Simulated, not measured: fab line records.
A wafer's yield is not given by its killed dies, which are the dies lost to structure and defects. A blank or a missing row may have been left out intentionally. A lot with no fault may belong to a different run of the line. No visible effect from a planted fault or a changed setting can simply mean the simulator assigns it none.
A struck lot beside a sound one | flow nandHarc | 14 out of 1302 route steps
Sound: these wafers, L957.1, L957.2, L957.4. The struck wafers were L964.1, L964.2, L964.6. The cause is named last.
At each step with rows: each side's tool, then ch and its chambers, then its first start. Under that, the readings that differ: sound wafers | struck wafers | difference of the means | sigmas: that difference in standard deviations of wafers without a fault.
alike: words and numbers the same on both sides, and readings whose means are apart by under 2 such deviations; not compared: readings that were withheld, readings missing a value for some wafer, numbers with overlapping values and no deviation given by the record, and bounds like >300 which may hide the same value.
The two part at a step that has a row with sigmas, a row that says differs or no value, or rows on one side only. Numbers that don't overlap but have no deviation are shown without sigmas and don't part them. A reading that every wafer of one side lacks parts them only if that side has two wafers or more.

NHARC_A_CHANNEL_HOLE_D2_CD_MEAS_31:
  struck on cdSem-01, day 20 20:29; sound on cdSem-02, day 17 11:52
  alike: cdNm
NHARC_A_CHANNEL_HOLE_D2_XSEM_32:
  sound on xsem-02 ch 0, day 17 11:58; struck on xsem-02 ch 0, day 20 20:35
  alike: botCdNm, bowNm, tiltDeg
NHARC_A_CHANNEL_HOLE_D2_INSPECT_40:
  struck on defectInspect-02, day 20 20:41; sound on defectInspect-02, day 17 12:04
  alike: rawDefectCount
then, 4 steps without rows for these wafers: NHARC_A_CHANNEL_FILL_D2_PRECLEAN_00 (cleans in SC1); NHARC_A_CHANNEL_FILL_D2_SRD_01; NHARC_A_CHANNEL_FILL_D2_ALD_02 (deposits SiO2, target thk 6 nm, pulse time 10 s, ald cycles 60); NHARC_A_CHANNEL_FILL_D2_ALD_03 (deposits SiNx, target thk 6 nm, pulse time 60 s, ald cycles 58).
NHARC_A_CHANNEL_FILL_D2_ALD_14: deposits SiO2, target thk 2.5 nm, pulse time 10 s, ald cycles 25.
  sound on aldHk-03 ch 0,1,2, day 17 19:18; struck on aldHk-02 ch 0,2,3, day 21 03:44
  alike: heaterPowerOuterW, heaterPowerW, precursorPulseHeightRel
NHARC_A_CHANNEL_FILL_D2_ALD_15: deposits SiNx, target thk 2 nm, pulse time 60 s, ald cycles 19.
  sound on aldSinBatch-02 ch 0; struck on aldSinBatch-03 ch 0
  alike: chamberPressureTorr, precursorPulseHeightRel
NHARC_A_CHANNEL_FILL_D2_ALD_16: deposits SiO2, target thk 1.5 nm, pulse time 10 s, ald cycles 15.
  sound on aldHk-03 ch 0,1,3, day 18 00:28; struck on aldHk-03 ch 0,2, day 21 08:52
  alike: heaterPowerOuterW, heaterPowerW, precursorPulseHeightRel
then, 2 steps without rows for these wafers: NHARC_A_CHANNEL_FILL_D2_ANNEAL_17 (time 1800 s); NHARC_A_CHANNEL_FILL_D2_CVD_18 (deposits poly-Si, target thk 3 nm).
NHARC_A_CHANNEL_FILL_D2_ETCHBACK_19: etches the open film in HBr/Cl2, target depth 5 nm, time 1.7 s.
  sound on rieSi-01 ch 0,2,3, day 18 12:14; struck on rieSi-01 ch 1,2,3, day 21 20:19
  no value came back on the struck wafers for any of 6 readings (biasW (W), chamberPressureMTorr (mTorr) and others); on the sound wafers biasW (W) reads 100.4 100.1 100.0
NHARC_A_CHANNEL_FILL_D2_ETCHBACK_20: etches the open film in C4F8/O2/Ar, target depth 27 nm, time 13.5 s.
  sound on rieDiel-11 ch 0,1,3, day 18 12:22; struck on rieDiel-11 ch 1,2, day 21 20:25
reading             | sound             | struck            | difference | sigmas
oesProductAu (a.u.) | 0.992 1.002 0.998 | 0.931 0.939 0.931 | -0.064     | -3
  alike: biasW, chamberPressureMTorr, rfVppV
  not compared: rfHoursCounterH

## WHERE THEY PART
Earliest at NHARC_A_CHANNEL_FILL_D2_ETCHBACK_19; latest, in this record, at NHARC_A_CHANNEL_FILL_D2_ETCHBACK_20.

WHY: whatever the simulator had introduced
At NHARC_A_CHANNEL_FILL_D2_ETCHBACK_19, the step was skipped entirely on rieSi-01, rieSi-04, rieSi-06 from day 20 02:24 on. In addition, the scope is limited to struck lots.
